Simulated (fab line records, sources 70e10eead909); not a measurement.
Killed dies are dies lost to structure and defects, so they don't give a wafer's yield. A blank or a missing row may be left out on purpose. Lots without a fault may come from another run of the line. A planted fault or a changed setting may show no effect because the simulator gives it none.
Chamber matching | flow nand_harc | NHARC_A_M0_DEP_32 on pecvd-03: 3 sister chambers
The step deposits SiCN, target thk 30 nm. 6 wafers are shown with their chamber, then 7 later ones without.

WAFERS WITH THEIR CHAMBER
wafer  | chamber | heater_power_w (W)
L423.3 | 2       | 632
L427.4 | 2       | 558
L427.5 | 0       | 387
L427.6 | 1       | 508
L431.2 | 1       | 610
L431.3 | 0       | 465

WAFERS WITHOUT THEIR CHAMBER
wafer  | heater_power_w (W)
L431.6 | 600
L432.2 | 419
L432.3 | 544
L432.4 | 541
L441.1 | 638
L441.4 | 388
L441.5 | 614

WHICH CHAMBER EACH WENT THROUGH
wafer  | from the rows above          | in truth
L431.6 | can't be placed: 2 or 1      | 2
L432.2 | 0                            | 0
L432.3 | can't be placed: 1 or 2 or 0 | 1
L432.4 | can't be placed: 1 or 2 or 0 | 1
L441.1 | can't be placed: 2 or 1      | 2
L441.4 | 0                            | 0
L441.5 | can't be placed: 2 or 1      | 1
Placed correctly: 2 of 7. Can't be placed from these rows: 5 (the true chamber is among the candidates in 5). Placed wrongly: 0.
How it was worked out, from the rows above alone: a wafer's distance from a chamber is the root of the sum, over the readings, of the square of ((its reading less the chamber's mean) divided by the reading's scatter). The wafer belongs to the nearest chamber; if the next one is less than 2 further off, it can't be placed. A chamber's mean is the mean of its shown wafers. The scatter: the root of (the sum of the squares of (reading less its chamber's mean) over the shown wafers, divided by (wafers less chambers)).
